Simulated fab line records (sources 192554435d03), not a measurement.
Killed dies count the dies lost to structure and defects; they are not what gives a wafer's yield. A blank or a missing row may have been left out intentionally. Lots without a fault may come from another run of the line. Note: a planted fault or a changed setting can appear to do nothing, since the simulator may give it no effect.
fab line records	flow n5-finfet
record lots=6	wafers=18	last-day=17
route steps=1938 shown MOL_CONTACT_COAG@532 BEOL_M4@1111 PASSIVATION@1936
lots that met no fault: taken from a fault-free run of the same line
start-h: hours from the record's opening day to when the first of the lot's shown wafers began	wait-h: hours since the lot's step before	" repeats the value in the row above	L1.1+2: a row that stands for several wafers	- either no value or no given start	* or withheld: withheld	< > ~ a bound
route shown NAME@n: NAME is a module with steps in the file, n the number in the route of the first one	usual: average and standard deviation across the fault-free wafers	same: alike in all rows	chamber/n: place in a boat	sites: per-site readings	_std_site: how widely they spread, as a standard deviation	_edge_site: the outer-site mean with the inner-site mean subtracted	radius-mm: how far each site lies from the wafer's centre	mask NAME#n: copy n	behind: the most recent tool/chamber to have shaped the wafer	hold: the reason the lot was held/the length of the hold in hours/how it ended	device: transistor that didn't switch, given as n, p or np	end of line: tests run on the same wafers once the route is complete	a step without rows: its recipe alone	killed: dies lost to structure and defects at the first sort, not the wafer's yield	map: shows each die of a wafer: x if killed, . if not, _ if none is there
set.NAME: the setting that was run; set.NAME@STEP: the one run at that earlier step	model.NAME: the simulator's own value behind a step, which no gauge read
certain route steps with their lots: each step a table, each wafer a row
services: the hour from which a tool's chamber was out of use, counted from the record's first day as start-h (under 0 if before that day), plus the number of hours and why
## steps
# step N5_MOL_CONTACT_COAG_ETCH_106
# recipe chemistry=N2/H2	target=SOC	target-depth-a=800	overetch-a=160	mask-material=SiARC	temp-c=40	time-s=120	ion-energy-ev=200	pressure-mtorr=30	source-w=840	bias-w=150	n2-flow-sccm=200	h2-flow-sccm=200
# usual chamber-pressure-mTorr=30.001/0.025	drypump-motor-current-A=5.8/0.51	oes-product-au=0.69/0.069	rf-vpp-V=522.7/2.6	showerhead-plenum-p-Torr=2.50/0.093	throttle-valve-pct=17.91/0.24
lot.wafer	tool	chamber	start-h	wait-h	chamber-pressure-mTorr	drypump-motor-current-A	oes-product-au	rf-hours-counter-h	rf-vpp-V	showerhead-plenum-p-Torr	throttle-valve-pct
L527.2	rie-diel-05	0	97.70	0.0	30.003	5.7	0.69	151	523.7	2.54	18.20
L527.5	"	0	"	"	29.996	5.8	0.68	-	524.8	2.54	18.18
L527.6	"	1	"	"	29.992	6.1	0.67	-	521.3	2.43	18.01
L536.1	rie-diel-06	3	150.25	0.0	30.024	5.1	0.82	7	523.0	2.50	17.66
L536.3	"	0	"	"	29.991	6.4	0.61	236	522.4	2.52	18.16
L536.4	"	1	"	"	30.024	5.6	0.65	178	517.7	2.31	17.89
L538.2	rie-diel-04	2	165.79	0.0	29.940	4.9	0.65	198	526.0	2.63	17.86
L538.5	"	3	"	"	30.000	4.9	0.65	-	521.6	2.44	18.08
L538.6	"	0	"	"	30.012	6.1	0.67	-	526.0	2.67	18.13
L540.1	rie-diel-06	1	174.69	0.0	30.022	5.6	0.65	183	519.6	2.31	17.90
L540.2	"	2	"	"	30.026	5.6	0.80	22	525.0	2.58	17.45
L540.4	"	0	"	"	30.025	6.4	0.61	241	522.9	2.52	18.16
L545.1	rie-diel-04	2	201.86	0.0	29.987	4.9	0.63	212	525.9	2.62	17.88
L545.2	"	0	"	"	29.990	6.1	0.66	141	525.9	2.67	18.13
L545.6	"	2	"	"	29.956	4.9	0.63	-	525.5	2.62	17.88
L549.1	rie-diel-04	1	224.60	0.0	29.995	5.8	0.76	62	524.6	2.58	18.07
L549.2	"	3	"	"	30.012	4.9	0.64	175	520.2	2.43	18.12
L549.5	"	1	"	"	29.968	5.8	0.75	-	525.7	2.58	18.06
# step N5_MOL_CONTACT_COAG_STRIP_107
# recipe chemistry=N2/H2	temp-c=40	n2-flow-sccm=200	h2-flow-sccm=200	rf-frequency-hz=6e+07
# step N5_MOL_CONTACT_COAG_STRIP_108
# recipe chemistry=N2/H2	temp-c=40	n2-flow-sccm=200	h2-flow-sccm=200	rf-frequency-hz=6e+07
# step N5_MOL_CONTACT_COAG_CONTACT_ETCH_14
# recipe chemistry=C4F6/O2	target=SiO2	target-depth-a=275	overetch-a=85	mask-material=SOC	pressure-mtorr=30	source-w=370	bias-w=185	Ar_flow_sccm=300	C4F6_flow_sccm=16	O2_flow_sccm=10	time-s=20	ion-energy-ev=259.6
# usual chamber-pressure-mTorr=30.000/0.026	drypump-motor-current-A=5.7/0.51	oes-product-au=0.66/0.066	rf-vpp-V=691/3.5	showerhead-plenum-p-Torr=2.83/0.097	throttle-valve-pct=21.33/0.2
lot.wafer	tool	chamber	start-h	wait-h	chamber-pressure-mTorr	drypump-motor-current-A	oes-product-au	rf-hours-counter-h	rf-vpp-V	showerhead-plenum-p-Torr	throttle-valve-pct
L527.2	rie-diel-05	0	97.80	0.0	30.017	5.7	0.65	151	692	2.86	21.45
L527.5	"	0	"	"	30.015	5.8	0.65	-	694	2.86	21.46
L527.6	"	1	"	"	29.962	6.1	0.63	-	688	2.73	21.39
L536.1	rie-diel-06	3	150.35	0.0	29.964	5.1	0.79	7	690	2.83	21.09
L536.3	"	0	"	"	30.020	6.5	0.58	236	691	2.85	21.44
L536.4	"	1	"	"	30.052	5.6	0.62	178	687	2.65	21.49
L538.2	rie-diel-04	2	165.89	0.0	29.982	4.8	0.61	198	695	2.98	21.36
L538.5	"	3	"	"	29.963	4.9	0.62	-	689	2.78	21.54
L538.6	"	0	"	"	29.960	6.0	0.64	-	697	3.00	21.40
L540.1	rie-diel-06	1	174.79	0.0	29.984	5.6	0.63	183	683	2.65	21.49
L540.2	"	2	"	"	29.977	5.6	0.77	22	695	2.91	20.90
L540.4	"	0	"	"	29.977	6.5	0.58	242	692	2.85	21.45
L545.1	rie-diel-04	2	201.96	0.0	30.000	4.9	0.61	212	696	2.97	21.40
L545.2	"	0	"	"	30.022	6.0	0.64	141	697	3.00	21.41
L545.6	"	2	"	"	29.967	4.9	0.61	-	695	2.97	21.40
L549.1	rie-diel-04	1	224.70	0.0	30.010	5.8	0.72	62	694	2.93	21.59
L549.2	"	3	"	"	30.004	4.8	0.61	175	688	2.77	21.60
L549.5	"	1	"	"	29.968	5.8	0.71	-	694	2.93	21.59
# step N5_MOL_CONTACT_COAG_STRIP_109
# recipe chemistry=C4F6/O2	resist=SiARC	rf-frequency-hz=6e+07
# step N5_MOL_CONTACT_COAG_ETCH_15
# recipe chemistry=CH3F/O2	target=SiNx	target-depth-a=70	mask-material=SOC	stop-on=Si:P	over-etch-frac=0.75	ion-energy-ev=120	pressure-mtorr=30	source-w=395	bias-w=73	Ar_flow_sccm=150	CH3F_flow_sccm=30	O2_flow_sccm=20
# usual chamber-pressure-mTorr=30.001/0.028	drypump-motor-current-A=5.7/0.51	oes-product-au=0.57/0.057	rf-vpp-V=297/6	showerhead-plenum-p-Torr=1.96/0.071	throttle-valve-pct=16.41/0.21
lot.wafer	tool	chamber	start-h	wait-h	chamber-pressure-mTorr	drypump-motor-current-A	oes-product-au	rf-hours-counter-h	rf-vpp-V	showerhead-plenum-p-Torr	throttle-valve-pct
L527.2	rie-diel-05	0	97.83	0.0	29.997	5.7	0.55	151	301	1.99	16.57
L527.5	"	0	"	"	30.045	5.7	0.57	-	301	1.99	16.56
L527.6	"	1	"	"	29.999	6.1	0.54	-	287	1.89	16.52
L536.1	rie-diel-06	3	150.38	0.0	30.008	5.1	0.68	7	299	1.96	16.12
L536.3	"	0	"	"	29.997	6.4	0.50	236	296	1.98	16.52
L536.4	"	1	"	"	29.992	5.6	0.54	178	293	1.84	16.55
L538.2	rie-diel-04	2	165.92	0.0	30.024	4.9	0.52	198	303	2.08	16.48
L538.5	"	3	"	"	29.983	4.9	0.54	-	298	1.92	16.59
L538.6	"	0	"	"	30.004	6.0	0.56	-	294	2.09	16.50
L540.1	rie-diel-06	1	174.83	0.0	29.990	5.6	0.54	183	293	1.83	16.57
L540.2	"	2	"	"	29.986	5.6	0.66	22	298	2.03	16.00
L540.4	"	0	"	"	30.002	6.4	0.50	242	295	1.98	16.52
L545.1	rie-diel-04	2	202.00	0.0	29.983	4.8	0.52	212	305	2.07	16.50
L545.2	"	0	"	"	30.026	6.0	0.55	141	295	2.09	16.48
L545.6	"	2	"	"	30.025	4.9	0.52	-	303	2.07	16.52
L549.1	rie-diel-04	1	224.74	0.0	30.014	5.8	0.61	62	287	2.04	16.57
L549.2	"	3	"	"	30.025	4.9	0.52	175	300	1.92	16.64
L549.5	"	1	"	"	30.001	5.8	0.61	-	285	2.04	16.56
# step N5_MOL_CONTACT_COAG_ETCH_110
# recipe chemistry=CF4/O2	target=Si	target-depth-a=25	time-s=8	pressure-mtorr=100	source-w=200	bias-w=12	ion-energy-ev=60	Ar_flow_sccm=100	cf4-flow-sccm=100	O2_flow_sccm=10
# step N5_MOL_CONTACT_COAG_STRIP_98
# recipe chemistry=N2/H2	power-w=500	temp-c=40	pressure-mtorr=50	rf-frequency-hz=6e+07	overash-fraction=0.3	bias-power-w=8	h2-frac=0.5	n2-flow-sccm=300	h2-flow-sccm=300
# usual bias-power-w=8.000/0.022	chamber-pressure-mTorr=49.99/0.079	drypump-motor-current-A=5.8/0.51	oes-product-au=0.78/0.083	rf-vpp-V=54.3/1.3	showerhead-plenum-p-Torr=3.30/0.12	throttle-valve-pct=19.0/0.45
lot.wafer	tool	chamber	start-h	wait-h	bias-power-w	chamber-pressure-mTorr	drypump-motor-current-A	oes-product-au	rf-hours-counter-h	rf-vpp-V	showerhead-plenum-p-Torr	throttle-valve-pct
L527.2	rie-diel-05	0	97.94	0.0	8.021	50.06	5.7	0.76	151	55.5	3.36	19.5
L527.5	"	0	"	"	8.014	49.88	5.8	0.77	-	54.1	3.36	19.5
L527.6	"	1	"	"	8.010	49.93	6.1	0.77	-	55.9	3.21	18.9
L536.1	rie-diel-06	3	150.49	0.0	7.959	49.98	5.1	0.94	7	54.6	3.30	19.0
L536.3	"	0	"	"	7.969	50.07	6.4	0.68	236	58.6	3.33	19.8
L536.4	"	1	"	"	7.995	49.99	5.6	0.73	178	53.7	3.07	18.7
L538.2	rie-diel-04	2	166.03	0.0	8.000	50.01	4.9	0.69	198	53.7	3.47	18.7
L538.5	"	3	"	"	7.986	49.93	4.9	0.73	-	52.0	3.23	19.2
L538.6	"	0	"	"	7.982	49.95	6.0	0.74	-	53.6	3.52	19.6
L540.1	rie-diel-06	1	174.94	0.0	7.965	50.07	5.6	0.73	183	52.4	3.07	18.7
L540.2	"	2	"	"	8.020	49.97	5.6	0.90	22	52.5	3.40	18.4
L540.4	"	0	"	"	7.978	50.12	6.4	0.68	242	53.0	3.32	19.7
L545.1	rie-diel-04	2	202.11	0.0	7.968	49.92	4.9	0.69	212	55.3	3.46	18.8
L545.2	"	0	"	"	7.964	50.00	6.0	0.75	141	53.5	3.52	19.7
L545.6	"	2	"	"	7.977	50.11	4.9	0.69	-	53.4	3.46	18.7
L549.1	rie-diel-04	1	224.85	0.0	7.979	49.97	5.8	0.85	62	54.2	3.40	19.3
L549.2	"	3	"	"	7.988	49.91	4.9	0.71	175	54.1	3.22	19.2
L549.5	"	1	"	"	8.002	50.02	5.8	0.85	-	55.1	3.40	19.3
# step N5_MOL_CONTACT_COAG_CD_MEAS_99
# recipe target-cd-nm=17.2	polarity=opening
# usual cd-nm=17.3/0.4
lot.wafer	tool	chamber	start-h	wait-h	cd-nm
L527.2	cd-sem-03	-	98.01	-	17.3
L527.5	"	-	"	"	17.2
L527.6	"	-	"	"	17.3
L536.1	cd-sem-03	-	150.56	-	17.3
L536.3	"	-	"	"	17.7
L536.4	"	-	"	"	18.1
L538.2	cd-sem-02	-	166.10	-	17.0
L538.5	"	-	"	"	17.4
L538.6	"	-	"	"	16.9
L540.1	cd-sem-03	-	175.01	-	17.6
L540.2	"	-	"	"	16.6
L540.4	"	-	"	"	17.1
L545.1	cd-sem-01	-	202.18	-	17.2
L545.2	"	-	"	"	17.5
L545.6	"	-	"	"	17.2
L549.1	cd-sem-02	-	224.92	-	17.4
L549.2	"	-	"	"	17.1
L549.5	"	-	"	"	16.5
# step N5_MOL_CONTACT_COAG_IMPLANT_129
# recipe species=Ge	energy-kev=3	dose-cm2=6e+14	tilt-deg=0	rotation-deg=0
# step N5_MOL_CONTACT_COAG_PRECLEAN_111
# recipe chemistry=NF3:NH3	afs-cycles=1	temp-c=30	time-s=20	sublimation-temp-c=180	sublimation-time-s=60	pressure-torr=3	rf-power-w=30
# step N5_MOL_CONTACT_COAG_TI_SIL_19
# recipe material=Ti	target-thk-a=42	temp-c=200	chamber-pressure-pa=5	power-w=5000	time-s=15
# step N5_MOL_CONTACT_COAG_ALD_20
# recipe material=TiN	target-thk-a=15	temp-c=400	ald-precursor-family=TiCl4	ald-co-reactant=NH3	pulse-time-s=1	purge-time-s=3	co-reactant-purge-time-s=2	co-reactant-pulse-time-s=2	ald-cycles=68	pressure-torr=3
# usual ald-cycles=68/0	heater-power-w=889/97	precursor-pulse-height-rel=1.001/0.019
# same co-reactant-pulse-time-s=2
lot.wafer	tool	chamber	start-h	wait-h	ald-cycles	heater-power-w	precursor-pulse-height-rel	model.TiN_of_MOL_CONTACT_COAG_ALD_20.thk-nm
L527.2	ald-metal-03	0	98.76	0.1	68	1041	1.016	1.6
L527.5	"	2	"	"	68	914	1.001	1.6
L527.6	"	1	"	"	68	978	0.984	1.6
L536.1	ald-metal-04	2	151.24	0.1	68	875	0.972	1.6
L536.3	"	0	"	"	68	824	1.019	1.4
L536.4	"	1	"	"	68	945	1.001	1.6
L538.2	ald-metal-03	1	167.47	0.1	68	977	0.970	1.4
L538.5	"	2	"	"	68	915	1.016	1.6
L538.6	"	3	"	"	68	751	1.001	1.4
L540.1	ald-metal-03	1	175.76	0.1	68	956	0.983	1.6
L540.2	"	0	"	"	68	1042	1.013	1.4
L540.4	"	3	"	"	123	730	1.003	2.8
L545.1	ald-metal-03	0	202.94	0.1	68	1092	1.001	1.6
L545.2	"	1	"	"	68	984	0.993	1.6
L545.6	"	3	"	"	123	735	1.011	2.8
L549.1	ald-metal-01	1	225.57	0.1	68	695	1.008	1.4
L549.2	"	3	"	"	68	916	1.004	1.4
L549.5	"	1	"	"	68	690	0.995	1.6
# step N5_MOL_CONTACT_COAG_SIL_ANNEAL_21
# recipe temp-c=550	time-s=60	ambient=N2
# usual lamp-power-pct=6.73/0.18	lamp_zone_4_pct=6.73/0.18	lamp_zone_6_pct=6.67/0.18	wafer_temp_C_max=552.3/0.56
lot.wafer	tool	chamber	start-h	wait-h	lamp-power-pct	lamp_zone_4_pct	lamp_zone_6_pct	wafer_temp_C_max
L527.2	rtp-anneal-02	0	99.16	0.2	6.87	6.87	6.81	552.4
L527.5	"	0	"	"	6.87	6.88	6.81	552.4
L527.6	"	0	"	"	6.88	6.87	6.82	552.0
L536.1	rtp-anneal-02	0	151.62	0.2	6.87	6.87	6.80	553.0
L536.3	"	0	"	"	6.87	6.87	6.81	552.4
L536.4	"	0	"	"	6.87	6.87	6.81	553.9
L538.2	rtp-anneal-01	0	167.95	0.3	6.50	6.49	6.43	553.0
L538.5	"	0	"	"	6.50	6.50	6.44	551.9
L538.6	"	0	"	"	6.50	6.50	6.43	551.8
L540.1	rtp-anneal-02	0	176.13	0.2	6.87	6.88	6.82	552.2
L540.2	"	0	"	"	6.87	6.87	6.81	552.1
L540.4	"	0	"	"	6.87	6.87	6.81	552.8
L545.1	rtp-anneal-01	0	203.32	0.2	6.51	6.50	6.44	552.2
L545.2	"	0	"	"	6.49	6.49	6.45	552.6
L545.6	"	0	"	"	6.50	6.50	6.44	552.2
L549.1	rtp-anneal-01	0	226.20	0.5	6.50	6.50	6.44	552.7
L549.2	"	0	"	"	6.49	6.50	6.44	552.0
L549.5	"	0	"	"	6.49	6.49	6.44	552.2
# step N5_BEOL_M4_RC_MEAS_101
# usual DIBL_N=35.9/1.9	DIBL_P=35.8/2.4	IOFF_N=0.15/0.031	IOFF_P=0.21/0.037	ION_N=672/13	ION_P=462/8.3	SS_N=71.5/0.72	SS_P=73.2/0.67	VT_N=250/3.4	VT_P=-250/3.4
lot.wafer	tool	chamber	start-h	wait-h	DIBL_N[mV/V]	DIBL_P[mV/V]	IOFF_N[nA/um]	IOFF_P[nA/um]	ION_N[uA/um]	ION_P[uA/um]	SS_N[mV/dec]	SS_P[mV/dec]	VT_N[mV]	VT_P[mV]
L527.2	prober-01	0	176.76	0.2	33.4	33.5	0.11	0.19	653	460	70.2	72.6	254	-249
L527.5	"	0	"	"	34.8	35.1	0.13	0.21	664	465	71.0	73.1	251	-248
L527.6	"	0	"	"	36.4	37.7	0.17	0.27	670	473	71.2	73.5	251	-244
L536.1	prober-01	0	225.61	0.0	34.0	34.9	0.12	0.18	662	458	70.9	72.8	252	-252
L536.3	"	0	"	"	35.9	34.7	0.14	0.17	649	443	72.2	73.1	252	-254
L536.4	"	0	"	"	37.3	38.4	0.19	0.23	693	468	71.4	73.0	244	-248
L538.2	prober-01	0	253.21	0.2	36.7	37.0	0.17	0.26	680	473	72.0	73.4	249	-245
L538.5	"	0	"	"	36.3	35.2	0.16	0.22	688	470	72.1	72.8	248	-249
L538.6	"	0	"	"	34.6	34.0	0.13	0.21	669	465	70.4	73.2	251	-246
L540.1	prober-01	0	261.27	0.0	34.7	34.6	0.13	0.17	683	461	71.6	72.8	251	-254
L540.2	"	0	"	"	35.5	34.5	0.13	0.17	672	453	71.2	72.5	253	-254
L540.4	"	0	"	"	35.3	35.2	0.12	0.18	668	458	71.0	73.2	254	-255
L545.1	prober-01	0	275.74	0.0	36.2	33.9	0.15	0.19	668	463	72.5	73.2	248	-250
L545.2	"	0	"	"	30.3	27.5	0.08	0.12	652	460	69.9	71.4	257	-255
L545.6	"	0	"	"	30.9	27.9	0.09	0.13	662	458	70.6	72.0	253	-256
L549.1	prober-02	0	313.58	0.0	34.6	33.2	0.13	0.19	672	468	70.9	72.1	253	-247
L549.2	"	0	"	"	33.2	31.9	0.11	0.18	656	461	71.2	71.9	255	-248
L549.5	"	0	"	"	34.8	33.0	0.13	0.19	670	464	70.8	72.3	255	-250
# step N5_PASSIVATION_PROBE_49
# usual defect-limited-yield=91.6/1.2	killed_at_M0_to_M3=33/9.4	killed_at_M4_up=13/5.2	killed-at-contacts=13/5.6	killed-at-front-end=37/9.5	killed-at-other=4/3.1	killed-dies=99/15	killed-on-rim=13/3.6	killed-open=65/11	killed-short=32/7.5	sort_bin_5_function=4.9/0.77	sort_bin_6_memory=3.1/0.65	sort_bin_8_speed=0.01/0.056	sort-n-pass=1081/15	sort-yield-pct=91.6/1.2
# same gross-dies=1180	killed-at-back-side=0	sort_bin_4_leakage[%]=0
lot.wafer	tool	chamber	start-h	wait-h	defect-limited-yield[%]	killed_at_M0_to_M3	killed_at_M4_up	killed-at-contacts	killed-at-front-end	killed-at-other	killed-dies	killed-on-rim	killed-open	killed-short	sort_bin_5_function[%]	sort_bin_6_memory[%]	sort_bin_8_speed[%]	sort-n-pass	sort-yield-pct[%]
L527.2	prober-02	-	283.23	0.1	91.2	35	25	10	31	3	104	14	67	36	5.4	3.1	0	1076	91.2
L527.5	prober-02	-	283.38	0.2	92.5	34	8	9	36	2	89	8	65	23	3.7	3.5	0	1091	92.5
L527.6	prober-02	-	283.43	0.3	90.5	47	16	16	31	2	112	16	70	41	5.4	3.8	0	1068	90.5
L538.2	prober-01	-	368.25	0.1	89.1	42	13	10	58	6	129	18	87	42	6.4	4.2	0	1051	89.1
L538.5	prober-01	-	368.40	0.2	92.8	32	6	16	29	2	85	14	59	25	4.2	2.7	0	1095	92.8
L538.6	prober-01	-	368.45	0.3	88.5	54	19	19	43	1	136	14	106	30	6.5	4.6	0	1044	88.5
# killed by level:class
L527.2 BEOL_M4:geometric-particle:open=12 BEOL_M0_SAQP:geometric-particle:short=9 MOL_CONTACT_COAG:geometric-particle:open=8 BEOL_M2:geometric-particle:open=8 STI_FIN_REVEAL:geometric-particle:open=6 BEOL_M0_SAQP:geometric-particle:open=6 GATE_CUT:geometric-particle:short=5 BEOL_M2:geometric-particle:short=5
L527.5 BEOL_M2:geometric-particle:open=9 MOL_CONTACT_COAG:geometric-particle:open=8 FIN_SAQP:geometric-particle:open=7 BEOL_M0:geometric-particle:open=7 DUMMY_GATE:geometric-particle:open=6 BEOL_M4:geometric-particle:open=6 STI_FIN_REVEAL:geometric-particle:open=5 ILD0:geometric-particle:open=5
L527.6 BEOL_M2:geometric-particle:open=12 MOL_CONTACT_COAG:geometric-particle:open=11 BEOL_M0_SAQP:geometric-particle:short=11 BEOL_M0_SAQP:geometric-particle:open=9 BEOL_M4:geometric-particle:open=8 STI_FIN_REVEAL:geometric-particle:open=7 BEOL_M3:geometric-particle:open=6 GATE_CUT:geometric-particle:short=5
L538.2 STI_FIN_REVEAL:geometric-particle:open=18 BEOL_M0_SAQP:geometric-particle:open=17 FIN_SAQP:geometric-particle:short=10 BEOL_M0_SAQP:geometric-particle:short=9 MOL_CONTACT_COAG:geometric-particle:open=8 FIN_SAQP:geometric-particle:open=7 BEOL_M4:geometric-particle:open=6 GATE_CUT:geometric-particle:short=5
L538.5 STI_FIN_REVEAL:geometric-particle:open=15 MOL_CONTACT_COAG:geometric-particle:open=14 BEOL_M0_SAQP:geometric-particle:short=10 BEOL_M2:geometric-particle:open=8 BEOL_M0_SAQP:geometric-particle:open=7 FIN_SAQP:geometric-particle:short=4 BEOL_M1:geometric-particle:open=4 STI_FIN_REVEAL:geometric-particle:short=2
L538.6 BEOL_M0_SAQP:geometric-particle:open=18 STI_FIN_REVEAL:geometric-particle:open=16 MOL_CONTACT_COAG:geometric-particle:open=15 FIN_SAQP:geometric-particle:open=11 BEOL_M2:geometric-particle:open=10 BEOL_M0_SAQP:geometric-particle:short=10 STARTING-WAFER:geometric-particle:open=6 BEOL_M1:geometric-particle:open=5
## services
tool	chamber	start-h	hours	kind
rie-diel-04	-	74.60	3.1	repair
ald-metal-01	1	76.68	25.5	repair
rie-diel-06	0	82.55	4.1	repair
rie-diel-06	2	88.38	-	clean
rie-diel-06	2	88.38	-	consumable-replace:focus-ring
rie-diel-06	2	88.38	20.5	scheduled-down
rie-diel-06	2	88.38	20.5	vent-cycle
rie-diel-05	1	93.73	1.5	repair
rie-diel-06	3	112.52	-	clean
rie-diel-06	3	112.52	-	consumable-replace:focus-ring
rie-diel-06	3	112.52	19.5	scheduled-down
rie-diel-06	3	112.52	19.5	vent-cycle
rie-diel-05	-	130.49	0.3	repair
ald-metal-04	-	140.81	0.4	repair
ald-metal-01	-	144.94	6.0	pm
ald-metal-03	-	156.11	8.7	pm
ald-metal-04	-	157.67	0.7	repair
rie-diel-04	0	167.03	32.6	repair
ald-metal-04	2	172.02	31.1	repair
rie-diel-04	3	191.39	5.6	repair
ald-metal-03	2	196.79	18.2	repair
ald-metal-03	3	203.64	4.5	repair
rie-diel-06	0	204.57	-	clean
rie-diel-05	-	219.24	0.6	repair
## key
first-sign step=N5_MOL_CONTACT_COAG_ALD_20	reading=ald-cycles	direction=up	sigmas=99+	usual=*	struck=*
effect none on later readings
model-effect step=N5_MOL_CONTACT_COAG_ALD_20	value=TiN_of_MOL_CONTACT_COAG_ALD_20.thk-nm	without=1.4	struck=2.8
met-at N5_MOL_CONTACT_COAG_ALD_20
struck-wafers L540.4,L545.6
onset-between 167.47 175.76
fault kind=process-parameter-drift	tool=ald-metal-03	chamber=-	onset-h=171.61	steps=N5_MOL_CONTACT_COAG_ALD_20	channel=ald-cycles	offset=*	shape=step	end-h=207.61	scope=struck-wafers-only	acts-in=*	stated=*
